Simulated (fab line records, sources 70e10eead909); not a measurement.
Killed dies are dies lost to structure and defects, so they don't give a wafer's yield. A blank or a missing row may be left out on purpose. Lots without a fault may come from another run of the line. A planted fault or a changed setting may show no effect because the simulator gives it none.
Chamber matching | flow nand_harc | NHARC_P_CONTACT_DEP_30 on pecvd-03: 3 sister chambers
The step deposits SiNx, target thk 30 nm. 18 wafers are shown with their chamber, then 9 later ones without.

WAFERS WITH THEIR CHAMBER
wafer  | chamber | heater_power_w (W)
L080.1 | 0       | 660
L080.2 | 2       | 696
L080.3 | 1       | 578
L081.2 | 2       | 661
L081.3 | 0       | 756
L081.6 | 0       | 776
L083.1 | 2       | 710
L083.2 | 0       | 671
L083.3 | 1       | 518
L087.2 | 1       | 578
L087.4 | 2       | 649
L087.5 | 0       | 773
L088.1 | 2       | 669
L088.2 | 1       | 568
L088.6 | 0       | 786
L092.2 | 0       | 790
L092.3 | 1       | 548
L092.4 | 1       | 564

SIGNATURES (means of the wafers above)
reading        | chamber 0 | chamber 1 | chamber 2 | scatter within a chamber
heater_power_w | 744.57    | 559.00    | 677.00    | 39.5
Rule: a wafer's distance from a chamber is the root of the sum, over the readings, of the square of ((its reading less the chamber's mean) divided by the reading's scatter). The wafer belongs to the nearest chamber; if the next one is less than 2 further off, it can't be placed. The scatter: the root of (the sum of the squares of (reading less its chamber's mean) over the shown wafers, divided by (wafers less chambers)).

WAFERS WITHOUT THEIR CHAMBER
wafer  | heater_power_w (W)
L095.1 | 809
L095.2 | 561
L095.4 | 556
L096.1 | 597
L096.2 | 750
L096.6 | 594
L097.1 | 498
L097.2 | 691
L097.5 | 804

WHICH CHAMBER EACH WENT THROUGH
wafer  | from the rows above     | in truth
L095.1 | can't be placed: 0 or 2 | 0
L095.2 | 1                       | 1
L095.4 | 1                       | 1
L096.1 | can't be placed: 1 or 2 | 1
L096.2 | can't be placed: 0 or 2 | 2
L096.6 | can't be placed: 1 or 2 | 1
L097.1 | 1                       | 1
L097.2 | can't be placed: 2 or 0 | 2
L097.5 | can't be placed: 0 or 2 | 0
Placed correctly: 3 of 9. Can't be placed from these rows: 6 (the true chamber is among the candidates in 6). Placed wrongly: 0.
